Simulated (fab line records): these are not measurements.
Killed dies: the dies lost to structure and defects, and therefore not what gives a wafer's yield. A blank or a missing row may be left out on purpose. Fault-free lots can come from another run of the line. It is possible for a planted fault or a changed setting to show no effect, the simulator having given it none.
fab line records	flow n5-finfet
record lots=9	wafers=27	last-day=18
route steps=1938 shown PMOS_HMC_CHANNEL_EPI@70 FIN_SAQP@108 PASSIVATION@1936
lots untouched by any fault: they come from a run of this same line in which no faults occurred
start-h: hours from the record's opening day to when the first of the lot's shown wafers began	wait-h: how many hours have passed since the lot's step before this one	" identical to the entry in the row above	L1.1+2: several wafers, shown together as one row	- no value present, or no start provided	* or withheld: withheld	< > ~ a bound
route shown NAME@n: names a module that has steps shown in the file, with the first one's number in the route	usual: mean and standard deviation over wafers with no fault	same: alike in all rows	chamber/n: place in a boat	sites: readings site by site	_std_site: the standard deviation of these	_edge_site: outer sites' mean less inner sites'	radius-mm: how far each site lies from the wafer's centre	mask NAME#n: copy n	behind: tool/chamber where the wafer was last shaped	hold: why the lot went on hold/how many hours it stayed there/how the hold came to an end	device: whichever transistor did not switch (one of n, p or np)	end of line: the route-end tests of the same wafers	a step with no rows: only its recipe	killed: count of dies lost to structure and defects at first sort (not the wafer's yield)	map: per-die view of a wafer (x killed, . not killed, _ where there is no die)
set.NAME: the run value of the setting; set.NAME@STEP: its run value at that earlier step	model.NAME: the simulator's own value behind a step, which no gauge read
a sample of lots followed through the steps of the route, with each step as a table and each wafer as a row
services: from which hour (start-h, from the record's first day; less than 0 if before it) a tool's chamber was out of use, for how many hours, and why
## steps
# step N5_PMOS_HMC_CHANNEL_EPI_HM_OPEN_15
# recipe chemistry=CHF3/O2	target=SiO2	mask-material=CAR-ArF-block	target-depth-a=406	CHF3_flow_sccm=50	O2_flow_sccm=5	Ar_flow_sccm=200	time-s=20.3	pressure-mtorr=30	source-w=650	bias-w=170	ion-energy-ev=200
# usual drypump-motor-current-A=5.9/0.47	oes_f_703_au=0.78/0.069	oes-product-au=0.78/0.069	rf-fwd-power-W=644.5/2.1	rf-vpp-V=523/7.7	showerhead-plenum-p-Torr=2.44/0.089	throttle-valve-pct=18.87/0.26
lot.wafer	tool	chamber	start-h	wait-h	drypump-motor-current-A	oes_f_703_au	oes-product-au	rf-fwd-power-W	rf-hours-counter-h	rf-vpp-V	showerhead-plenum-p-Torr	throttle-valve-pct
L982.3	rie-diel-06	2	17.50	0.0	6.3	0.74	0.76	642.6	149	523	2.41	18.73
L982.4	"	3	"	"	6.3	0.86	0.85	646.9	41	520	2.46	18.82
L982.5	"	1	"	"	5.8	0.68	0.67	644.9	-	526	2.48	19.16
L984.1	rie-diel-01	1	29.52	0.0	6.3	0.82	0.83	647.3	108	539	2.53	18.47
L984.4	"	3	"	"	5.7	0.75	0.75	643.4	152	520	2.51	18.76
L984.6	"	3	"	"	5.7	0.75	0.75	646.4	-	520	2.51	18.76
L990.2	rie-diel-05	2	65.30	0.0	5.6	0.69	0.70	643.8	202	538	2.48	19.02
L990.3	"	0	"	"	5.5	0.78	0.79	644.2	100	538	2.33	19.05
L990.6	"	3	"	"	5.8	0.74	0.75	640.4	-	525	2.52	19.07
L991.2	rie-diel-06	2	73.10	0.0	6.3	0.73	0.73	645.2	167	525	2.40	18.77
L991.5	"	3	"	"	6.3	0.84	0.83	646.0	-	520	2.45	18.83
L991.6	"	2	"	"	6.3	0.73	0.73	642.7	-	524	2.40	18.76
L999.2	rie-diel-06	3	119.16	0.0	6.3	0.82	0.82	642.4	69	519	2.44	18.87
L999.3	"	2	"	"	6.4	0.72	0.73	643.2	182	523	2.40	18.78
L999.6	"	2	"	"	6.4	0.71	0.72	646.5	-	523	2.40	18.78
L101.1	rie-diel-06	1	131.31	0.0	5.8	0.88	0.89	645.9	26	524	2.47	18.84
L101.3	"	3	"	"	6.3	0.82	0.81	645.8	72	520	2.44	18.87
L101.6	"	3	"	"	6.3	0.81	0.81	645.5	-	519	2.44	18.86
L102.2	rie-diel-06	3	137.59	0.0	6.3	0.82	0.80	645.6	75	519	2.44	18.84
L102.3	"	2	"	"	6.4	0.72	0.72	645.8	187	523	2.40	18.80
L102.5	"	1	"	"	5.9	0.88	0.89	647.7	-	524	2.47	18.85
L103.1	rie-diel-01	1	143.17	0.0	6.3	0.79	0.79	646.8	141	542	2.52	18.50
L103.3	"	0	"	"	5.5	0.84	0.84	641.0	60	521	2.55	18.99
L103.4	"	3	"	"	5.7	0.71	0.73	644.3	188	520	2.49	18.83
L105.1	rie-diel-06	1	155.51	0.0	5.9	0.87	0.88	644.8	34	524	2.47	18.86
L105.3	"	0	"	"	4.9	0.68	0.68	639.6	241	520	2.29	19.52
L105.5	"	1	"	"	5.9	0.87	0.88	645.3	-	523	2.47	18.84
# step N5_FIN_SAQP_EXPOSE_13
# recipe mask-id=FIN_CORE	na=1.35	source-shape=dipole	sigma-inner=0.538	sigma-outer=0.738	polarization=te	target-cd-nm=35.6	dose-mj=63.25
# usual stage-vel-mm-s=499.99/0.27
lot.wafer	tool	chamber	start-h	wait-h	mask	stage-vel-mm-s
L982.3	arfi-scanner-02	0	21.62	-	FIN_CORE#0	499.83
L982.4	"	0	"	"	FIN_CORE#0	499.99
L982.5	"	0	"	"	FIN_CORE#0	500.43
L984.1	arfi-scanner-03	0	33.84	-	FIN_CORE#0	500.32
L984.4	"	0	"	"	FIN_CORE#0	500.29
L984.6	"	0	"	"	FIN_CORE#0	499.89
L990.2	arfi-scanner-03	0	69.92	-	FIN_CORE#0	499.91
L990.3	"	0	"	"	FIN_CORE#0	499.75
L990.6	"	0	"	"	FIN_CORE#0	499.99
L991.2	arfi-scanner-03	0	77.38	-	FIN_CORE#0	500.16
L991.5	"	0	"	"	FIN_CORE#0	500.24
L991.6	"	0	"	"	FIN_CORE#0	500.75
L999.2	arfi-scanner-02	0	123.47	-	FIN_CORE#0	500.29
L999.3	"	0	"	"	FIN_CORE#0	500.43
L999.6	"	0	"	"	FIN_CORE#0	500.50
L101.1	arfi-scanner-03	0	135.29	-	FIN_CORE#0	499.82
L101.3	"	0	"	"	FIN_CORE#0	499.72
L101.6	"	0	"	"	FIN_CORE#0	499.93
L102.2	arfi-scanner-02	0	141.67	-	FIN_CORE#0	499.66
L102.3	"	0	"	"	FIN_CORE#0	499.81
L102.5	"	0	"	"	FIN_CORE#0	499.90
L103.1	arfi-scanner-02	0	147.58	-	FIN_CORE#0	499.97
L103.3	"	0	"	"	FIN_CORE#0	500.16
L103.4	"	0	"	"	FIN_CORE#0	499.73
L105.1	arfi-scanner-03	0	159.51	-	FIN_CORE#0	499.77
L105.3	"	0	"	"	FIN_CORE#0	500.03
L105.5	"	0	"	"	FIN_CORE#0	500.15
# step N5_FIN_SAQP_CD_MEAS_16
# recipe target-cd-nm=35.6	landing-energy-ev=500	detector=se-inlens
# usual cd-nm=35.4/0.34
lot.wafer	tool	chamber	start-h	wait-h	cd-nm
L982.3	cd-sem-03	0	21.74	-	36.0
L982.4	"	0	"	"	35.8
L982.5	"	0	"	"	35.7
L984.1	cd-sem-02	0	33.96	-	35.5
L984.4	"	0	"	"	35.3
L984.6	"	0	"	"	35.4
L990.2	cd-sem-01	0	70.04	-	36.0
L990.3	"	0	"	"	35.5
L990.6	"	0	"	"	32.9
L991.2	cd-sem-03	0	77.51	-	35.4
L991.5	"	0	"	"	35.8
L991.6	"	0	"	"	33.6
L999.2	cd-sem-02	0	123.59	-	35.2
L999.3	"	0	"	"	35.3
L999.6	"	0	"	"	35.2
L101.1	cd-sem-03	0	135.42	-	34.6
L101.3	"	0	"	"	34.9
L101.6	"	0	"	"	35.4
L102.2	cd-sem-01	0	141.80	-	35.6
L102.3	"	0	"	"	35.3
L102.5	"	0	"	"	34.9
L103.1	cd-sem-03	0	147.71	-	35.2
L103.3	"	0	"	"	35.9
L103.4	"	0	"	"	35.2
L105.1	cd-sem-01	0	159.64	-	35.6
L105.3	"	0	"	"	35.2
L105.5	"	0	"	"	35.4
# step N5_FIN_SAQP_ETCH_51
# recipe chemistry=CF4	target=SiARC	target-depth-a=455	mask-material=CAR-ArF	time-s=75.8	ion-energy-ev=80	pressure-mtorr=40	source-w=545	bias-w=36	Ar_flow_sccm=100	cf4-flow-sccm=100	ends=cleared
# usual cf4-flow-sccm=100.0/0.32	drypump-motor-current-A=5.9/0.48	etch-rf-on-time-s=76.2/1.9	oes-product-au=0.64/0.054	rf-fwd-power-W=538.2/2.4	rf-vpp-V=183.7/1.2	showerhead-plenum-p-Torr=2.12/0.072	throttle-valve-pct=15.64/0.21
lot.wafer	tool	chamber	start-h	wait-h	cf4-flow-sccm	drypump-motor-current-A	etch-rf-on-time-s	oes-product-au	rf-fwd-power-W	rf-hours-counter-h	rf-vpp-V	showerhead-plenum-p-Torr	throttle-valve-pct
L982.3	rie-diel-02	2	21.87	0.0	99.8	5.3	78.0	0.63	541.3	174	184.3	2.22	15.84
L982.4	"	1	"	"	100.6	6.2	78.2	0.63	543.9	162	185.2	2.22	15.51
L982.5	"	1	"	"	100.0	6.2	79.3	0.63	542.4	-	186.0	2.22	15.49
L984.1	rie-diel-04	2	34.10	0.0	100.0	5.6	77.8	0.63	536.4	171	182.7	2.05	15.69
L984.4	"	3	"	"	100.0	6.4	78.2	0.58	538.2	245	184.5	2.20	16.02
L984.6	"	0	"	"	100.5	6.7	75.9	0.60	535.7	-	184.6	2.03	15.90
L990.2	rie-diel-03	2	70.17	0.0	99.8	5.4	74.2	0.73	539.1	56	185.1	2.17	15.29
L990.3	"	1	"	"	100.4	5.3	75.1	0.78	537.8	27	183.8	2.18	15.27
L990.6	"	3	"	"	99.9	5.7	75.2	0.62	539.2	-	182.1	2.03	15.84
L991.2	rie-diel-02	3	77.64	0.0	100.3	5.6	72.9	0.66	535.7	137	183.6	2.14	15.51
L991.5	"	0	"	"	99.7	5.3	77.2	0.62	540.3	-	182.4	2.05	15.48
L991.6	"	3	"	"	99.6	5.6	73.4	0.67	536.8	-	183.9	2.14	15.51
L999.2	rie-diel-04	1	123.72	0.0	99.6	6.3	73.2	0.59	537.0	232	182.1	2.11	15.59
L999.3	"	3	"	"	100.2	6.4	76.6	0.79	538.1	15	183.5	2.19	15.55
L999.6	"	1	"	"	100.0	6.3	73.7	0.59	537.5	-	184.7	2.11	15.57
L101.1	rie-diel-04	1	135.93	0.0	100.2	6.3	74.0	0.59	534.9	236	183.6	2.11	15.58
L101.3	"	0	"	"	100.0	6.7	76.3	0.58	536.2	239	181.4	2.03	15.97
L101.6	"	2	"	"	99.3	5.6	78.9	0.61	537.5	-	181.9	2.03	15.79
L102.2	rie-diel-04	2	141.93	0.0	100.1	5.6	78.0	0.60	537.8	212	182.1	2.03	15.77
L102.3	"	1	"	"	100.0	6.3	72.6	0.59	534.4	238	184.7	2.11	15.59
L102.5	"	2	"	"	100.1	5.6	77.3	0.61	534.2	-	183.8	2.03	15.77
L103.1	rie-diel-03	0	148.53	0.0	100.0	5.6	73.3	0.64	537.8	180	183.0	2.13	15.47
L103.3	"	1	"	"	100.6	5.3	75.7	0.73	535.4	59	184.1	2.17	15.32
L103.4	"	2	"	"	100.3	5.4	75.4	0.69	537.7	87	182.7	2.15	15.37
L105.1	rie-diel-04	2	159.93	0.0	100.2	5.6	78.9	0.60	536.7	219	183.8	2.03	15.78
L105.3	"	0	"	"	100.0	6.7	76.6	0.57	533.4	248	182.7	2.02	15.97
L105.5	"	2	"	"	99.5	5.6	78.8	0.60	532.6	-	182.5	2.03	15.80
# step N5_FIN_SAQP_STRIP_55
# recipe chemistry=N2/H2	power-w=500	temp-c=40	pressure-mtorr=50	rf-frequency-hz=6e+07	overash-fraction=0.3	bias-power-w=28	h2-frac=0.5	n2-flow-sccm=300	h2-flow-sccm=300
# usual drypump-motor-current-A=5.7/0.45	oes-product-au=0.77/0.08	power-w=500.2/1.7	rf-vpp-V=121.9/1.3	showerhead-plenum-p-Torr=3.33/0.11	throttle-valve-pct=18.9/0.39
lot.wafer	tool	chamber	start-h	wait-h	drypump-motor-current-A	oes-product-au	power-w	rf-hours-counter-h	rf-vpp-V	showerhead-plenum-p-Torr	throttle-valve-pct
L982.3	rie-diel-03	2	22.21	0.1	5.5	0.86	500.6	42	123.4	3.39	18.5
L982.4	"	3	"	"	5.7	0.74	501.4	204	123.3	3.18	19.0
L982.5	"	3	"	"	5.8	0.74	502.2	-	120.0	3.18	19.0
L984.1	rie-diel-03	1	34.44	0.1	5.3	0.94	501.9	17	123.2	3.44	18.4
L984.4	"	2	"	"	5.5	0.87	503.7	46	121.4	3.39	18.5
L984.6	"	0	"	"	5.7	0.77	501.2	-	121.7	3.38	19.4
L990.2	rie-diel-04	1	70.52	0.1	6.3	0.69	497.4	212	123.3	3.32	18.5
L990.3	"	2	"	"	5.6	0.75	501.7	185	121.5	3.21	18.7
L990.6	"	2	"	"	5.6	0.75	500.7	-	122.7	3.21	18.7
L991.2	rie-diel-03	2	77.98	0.1	5.5	0.84	499.0	60	123.2	3.39	18.5
L991.5	"	3	"	"	5.7	0.71	501.1	-	120.9	3.17	19.0
L991.6	"	2	"	"	5.4	0.84	499.4	-	123.0	3.38	18.5
L999.2	rie-diel-04	1	124.09	0.1	6.4	0.68	499.0	233	121.0	3.31	18.6
L999.3	"	3	"	"	6.4	0.93	499.3	15	121.6	3.43	18.7
L999.6	"	3	"	"	6.4	0.94	499.9	-	123.2	3.43	18.7
L101.1	rie-diel-03	2	136.39	0.2	5.5	0.82	500.9	82	123.4	3.37	18.5
L101.3	"	1	"	"	5.3	0.86	500.0	54	123.7	3.42	18.5
L101.6	"	3	"	"	5.7	0.71	498.4	-	122.4	3.16	19.1
L102.2	rie-diel-02	2	142.27	0.1	5.2	0.71	499.7	218	123.0	3.49	19.7
L102.3	"	1	"	"	6.3	0.72	498.3	204	120.9	3.47	19.1
L102.5	"	1	"	"	6.3	0.72	501.9	-	122.7	3.47	19.0
L103.1	rie-diel-03	0	149.03	0.2	5.6	0.75	500.6	180	122.0	3.36	19.5
L103.3	"	2	"	"	5.4	0.81	497.0	87	120.9	3.37	18.6
L103.4	"	1	"	"	5.3	0.86	500.5	60	120.7	3.42	18.4
L105.1	rie-diel-02	1	160.32	0.1	6.2	0.71	499.7	209	121.0	3.47	19.1
L105.3	"	0	"	"	5.3	0.72	499.3	197	120.6	3.18	18.5
L105.5	"	0	"	"	5.3	0.73	500.5	-	119.6	3.18	18.5
# step N5_PASSIVATION_PROBE_49
# usual killed_at_M0_to_M3=37/12	killed_at_M4_up=14/5.3	killed-at-contacts=12/6.2	killed-at-front-end=41/11	killed-at-other=3.7/2.9	killed-dies=107/17	killed-open=71/12	killed-short=34/7.9
# same gross-dies=1180	killed-at-back-side=0
lot.wafer	tool	chamber	start-h	wait-h	killed_at_M0_to_M3	killed_at_M4_up	killed-at-contacts	killed-at-front-end	killed-at-other	killed-dies	killed-open	killed-short
L991.6	prober-02	-	317.68	0.3	32	10	6	39	0	87	59	22
L101.1	prober-02	-	395.21	0.0	39	14	22	43	5	123	92	31
L101.3	prober-02	-	395.31	0.1	44	21	22	48	2	137	92	43
L101.6	prober-02	-	395.46	0.3	37	20	19	40	1	117	77	36
L102.2	prober-02	-	409.57	0.1	27	14	3	42	2	88	57	30
# killed by level:class
L991.6 BEOL_M2:geometric-particle:open=10 STI_FIN_REVEAL:geometric-particle:open=6 BEOL_M0_SAQP:geometric-particle:open=6 BEOL_M3:geometric-particle:open=6 HKMG_FIN:area-etch=6 GATE_CUT:geometric-particle:open=5 MOL_CONTACT_COAG:geometric-particle:open=5 STARTING-WAFER:geometric-particle:short=5
L101.1 STI_FIN_REVEAL:geometric-particle:open=21 MOL_CONTACT_COAG:geometric-particle:open=19 BEOL_M0_SAQP:geometric-particle:open=11 BEOL_M2:geometric-particle:open=8 FIN_SAQP:geometric-particle:open=7 BEOL_M4:geometric-particle:open=7 BEOL_M3:geometric-particle:open=6 STI_FIN_REVEAL:geometric-particle:short=4
L101.3 STI_FIN_REVEAL:geometric-particle:open=20 MOL_CONTACT_COAG:geometric-particle:open=19 BEOL_M0_SAQP:geometric-particle:short=9 BEOL_M0_SAQP:geometric-particle:open=9 BEOL_M1:geometric-particle:open=9 BEOL_M4:geometric-particle:open=9 BEOL_M4:geometric-particle:short=9 FIN_SAQP:geometric-particle:short=7
L101.6 FIN_SAQP:geometric-particle:open=14 MOL_CONTACT_COAG:geometric-particle:open=14 BEOL_M4:geometric-particle:open=11 BEOL_M0_SAQP:geometric-particle:open=8 BEOL_M2:geometric-particle:open=8 BEOL_M2:geometric-particle:short=6 BEOL_M0_SAQP:geometric-particle:short=6 STI_FIN_REVEAL:geometric-particle:open=5
L102.2 FIN_SAQP:geometric-particle:open=11 FIN_SAQP:geometric-particle:short=9 DUMMY_GATE:geometric-particle:open=9 BEOL_M0_SAQP:geometric-particle:short=7 BEOL_M0_SAQP:geometric-particle:open=5 BEOL_M2:geometric-particle:short=4 BEOL_M3:geometric-particle:open=4 BEOL_M4:geometric-particle:open=4
## services
tool	chamber	start-h	hours	kind
arfi-scanner-03	-	-3.44	1.3	pm
rie-diel-03	2	-3.19	6.2	repair
rie-diel-04	3	0.80	1.8	repair
rie-diel-05	1	11.95	6.9	repair
rie-diel-05	-	16.27	0.5	repair
rie-diel-06	3	29.32	3.4	repair
rie-diel-06	3	35.01	4.2	repair
rie-diel-02	-	35.30	0.6	repair
arfi-scanner-03	-	42.60	1.0	pm
rie-diel-04	0	42.81	21.2	repair
arfi-scanner-02	-	57.14	1.0	pm
rie-diel-03	0	64.56	13.4	repair
arfi-scanner-03	-	65.90	3.9	pm
arfi-scanner-02	-	67.34	45.5	repair
rie-diel-02	0	79.64	8.6	repair
rie-diel-02	1	79.64	3.7	repair
rie-diel-06	3	91.32	4.9	repair
arfi-scanner-02	-	112.87	1.3	pm
arfi-scanner-03	-	114.17	1.0	pm
arfi-scanner-03	-	122.06	1.3	pm
rie-diel-06	2	124.88	3.2	repair
rie-diel-02	-	145.40	4.3	pm
arfi-scanner-03	-	145.43	0.8	pm
arfi-scanner-02	-	153.63	0.8	pm
## key
first-sign step=N5_FIN_SAQP_CD_MEAS_16	reading=cd-nm	direction=down	sigmas=6.2	usual=35.4	struck=33.3
effect none on later readings
met-at N5_FIN_SAQP_EXPOSE_13
struck-lots L990,L991
struck-wafers L990.6,L991.6
tester-left-out L990,L991
not-acting-at N5_PMOS_HMC_CHANNEL_EPI_HM_OPEN_15,N5_FIN_SAQP_ETCH_51,N5_FIN_SAQP_STRIP_55
onset-between 33.84 69.92
fault kind=process-parameter-drift	tool=arfi-scanner-03	chamber=-	onset-h=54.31	steps=N5_FIN_SAQP_EXPOSE_13	channel=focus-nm	offset=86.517	shape=step	end-h=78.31	scope=struck-wafers-only
# tester-left-out: of these lots the tester's yield and bins aren't shown, on N5 and GAA mostly nor the transistor test; their killed dies are dies lost to structure and defects alone, not to doping, threshold or leakage, so they don't give the yield
